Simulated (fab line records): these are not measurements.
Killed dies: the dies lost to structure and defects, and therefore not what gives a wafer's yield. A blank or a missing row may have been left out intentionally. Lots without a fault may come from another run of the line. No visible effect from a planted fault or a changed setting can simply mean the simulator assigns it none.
Struck lot and sound lot, side by side | flow nand-harc | 17 steps out of a route of 1159
Sound: wafers L988.2, L988.5, L988.6. Struck: wafer L999.4. The cause comes at the end.
Each step with rows lists, per side, the tool, then ch with its chambers, then its first start. Under that, the readings that differ: sound wafers | struck wafers | difference of the means | sigmas: that difference in standard deviations of wafers without a fault.
alike: readings with means less than 2 such deviations apart, plus words and numbers identical on both sides. not compared: withheld readings, readings lacking a value on some wafer, bounds such as >300 that could conceal the same value, and numbers that have no deviation in the record and whose values overlap.
The two part at a step that has a row with sigmas, a row that says differs or no value, or rows on one side only. Numbers that don't overlap but have no deviation are shown without sigmas and don't part them. Lack of a reading on every wafer of one side parts them only where that side has two or more wafers.

NHARC_A_M1_ETCH_35: etches the open film in N2/H2, target depth 40 nm, overetch 12 nm, time 43.94 s.
  sound on rie-diel-06 ch 0,1,2, day 18 07:19; struck on rie-diel-09 ch 2, day 21 02:49
  reading                     | sound       | struck | difference | sigmas
  drypump-motor-current-A (A) | 6.2 5.4 6.7 | 5.0    | -1.1       | -3
  alike: h2-flow-sccm, n2-flow-sccm, oes-product-au, rf-vpp-V, showerhead-plenum-p-Torr, throttle-valve-pct
  not compared: rf-hours-counter-h
NHARC_A_M1_ETCH_15: etches the open film in C4F8/Ar, target depth 182.5 nm, time 91.2 s.
  sound on rie-diel-06 ch 0,1; struck on rie-diel-09 ch 3
  alike: oes-product-au, rf-vpp-V
  not compared: rf-hours-counter-h
NHARC_A_M1_CD_MEAS_16:
  sound on cd-sem-02, day 18 07:31; struck on cd-sem-01, day 21 03:02
  alike: cd-nm
then, 1 step without rows for these wafers: NHARC_A_M1_STRIP_18 (strips in N2/H2).
NHARC_A_M1_ETCH_28: etches the open film in CF4/N2, target depth 30 nm, time 72.99 s.
  sound on rie-diel-12 ch 0,1; struck on rie-diel-09 ch 3
  alike: drypump-motor-current-A, n2-flow-sccm, oes-product-au, rf-vpp-V, showerhead-plenum-p-Torr, throttle-valve-pct
  not compared: rf-hours-counter-h
then, 2 steps without rows for these wafers: NHARC_A_M1_STRIP_19 (strips in post etch residue remover, time 600 s); NHARC_A_M1_DEGAS_29 (time 60 s).
NHARC_A_M1_PRE_CLEAN_30: time 30 s.
  sound on pvd-sputter-03; struck on pvd-sputter-03
  alike: heater-power-w
then, 4 steps without rows for these wafers: NHARC_A_M1_PVD_20 (deposits TaN, target thk 5 nm, time 8.06 s); NHARC_A_M1_PVD_21 (deposits Cu, target thk 30 nm, time 20.49 s); NHARC_A_M1_ECD_22 (material Cu, target thk 400 nm); NHARC_A_M1_ANNEAL_31 (time 90 s).
NHARC_A_M1_CMP_23: polishes, t overpolish 20 s, target thk 154.34 nm.
  sound on cmp-02 ch 1,2,3, day 18 09:23; struck on cmp-02 ch 1, day 21 04:50
  reading                | sound          | struck | difference | sigmas
  time-to-endpoint-s (s) | 34.9 28.3 29.3 | 36.9   | +6.1       | +2
  alike: motor-current-A
next, for these wafers, 1 step has no rows: NHARC_A_M1_SRD_25.
NHARC_A_M1_INSPECT_27:
  sound on defect-inspect-01, day 18 09:48; struck on defect-inspect-02, day 21 05:29
  reading          | sound       | struck | difference | sigmas
  raw-defect-count | 380 272 475 | 4790   | +4414      | +49
  not compared: hold
NHARC_A_M1_PRE_CLEAN_32: time 12 s.
  sound on pecvd-01 ch 0,1,2, day 18 09:54; struck on pecvd-01 ch 0, day 21 07:20
  reading | sound | struck                   | difference                   | sigmas
  hold    | - - - | await-dispo/1.7h/release | no value on the sound wafers |
  alike: heater-power-outer-w, heater-power-w
NHARC_END_SORT_01:
  sound on prober-01 ch 0, day 20 04:03; struck on prober-02 ch 0, day 23 06:22
  reading                  | sound          | struck | difference | sigmas
  defect-limited-yield (%) | 96.3 96.0 96.0 | 0      | -96        | -69
  killed-at-array          | 18 19 23       | 673    | +653       | +71
  killed-dies              | 25 27 27       | 677    | +651       | +67
  killed-short             | 5 0 1          | 6      | +4         | +3
  sort_bin_2_pct (%)       | 0.9 1.2 1.2    | 2.7    | +1.6       | +3
  sort_bin_3_pct (%)       | 0 0.15 0.30    | 93.06  | +92.91     | +99 or more
  sort-n-pass              | 652 650 650    | 0      | -651       | -67
  sort-rim-yield-pct (%)   | 97 93 95       | 0      | -95        | -29
  sort-yield-pct (%)       | 96.3 96.0 96.0 | 0      | -96        | -69
  alike: killed-at-other, killed-at-periphery, killed-open, sort_bin_4_pct

## WHERE THEY PART
First at NHARC_A_M1_ETCH_35; last, within this record, at NHARC_END_SORT_01.

WHY: what the simulator had put in
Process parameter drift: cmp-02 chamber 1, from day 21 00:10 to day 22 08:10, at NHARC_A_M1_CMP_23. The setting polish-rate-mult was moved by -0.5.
